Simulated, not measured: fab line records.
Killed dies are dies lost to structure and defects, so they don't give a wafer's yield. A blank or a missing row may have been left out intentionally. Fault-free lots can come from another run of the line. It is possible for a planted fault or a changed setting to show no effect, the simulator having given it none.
Matching of chambers / flow nandHarc / rieDiel-11 running NHARC_A_STAIRCASE_DESCUM_219: 4 sister chambers
The step chemistry O2, time 3 s. 4 wafers are shown with their chamber, then 7 later ones without.

WAFERS WITH THEIR CHAMBER
wafer=L074.1; chamber=1; showerheadPlenumPTorr (Torr)=1.99
wafer=L079.2; chamber=0; showerheadPlenumPTorr (Torr)=1.96
wafer=L080.2; chamber=2; showerheadPlenumPTorr (Torr)=1.90
wafer=L080.3; chamber=3; showerheadPlenumPTorr (Torr)=1.79

WAFERS WITH NO CHAMBER GIVEN
wafer=L080.4; showerheadPlenumPTorr (Torr)=1.99
wafer=L088.2; showerheadPlenumPTorr (Torr)=1.79
wafer=L088.4; showerheadPlenumPTorr (Torr)=1.98
wafer=L088.5; showerheadPlenumPTorr (Torr)=1.96
wafer=L094.3; showerheadPlenumPTorr (Torr)=1.78
wafer=L094.4; showerheadPlenumPTorr (Torr)=1.89
wafer=L094.6; showerheadPlenumPTorr (Torr)=1.78

THE CHAMBER EACH PASSED THROUGH
wafer=L080.4; from the rows above=1; in truth=1
wafer=L088.2; from the rows above=3; in truth=3
wafer=L088.4; from the rows above=can't be placed: 1 or 0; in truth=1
wafer=L088.5; from the rows above=0; in truth=0
wafer=L094.3; from the rows above=3; in truth=3
wafer=L094.4; from the rows above=2; in truth=2
wafer=L094.6; from the rows above=3; in truth=3
Placed correctly: 6 of 7. From these rows, 1 cannot be placed; in 1 the true chamber is one of the candidates. Placed wrongly: 0.
How it was worked out, from the rows above alone: a wafer's distance from a chamber is the root of the sum, over the readings, of the square of ((its reading less the chamber's mean) divided by the reading's scatter). The wafer belongs to the nearest chamber; if the next one is less than 2 further off, it can't be placed. A chamber's mean is the mean of its shown wafers. The scatter (one wafer shown for each chamber): square how far every hidden wafer sits from the nearest shown wafer, average those squares and take the square root.
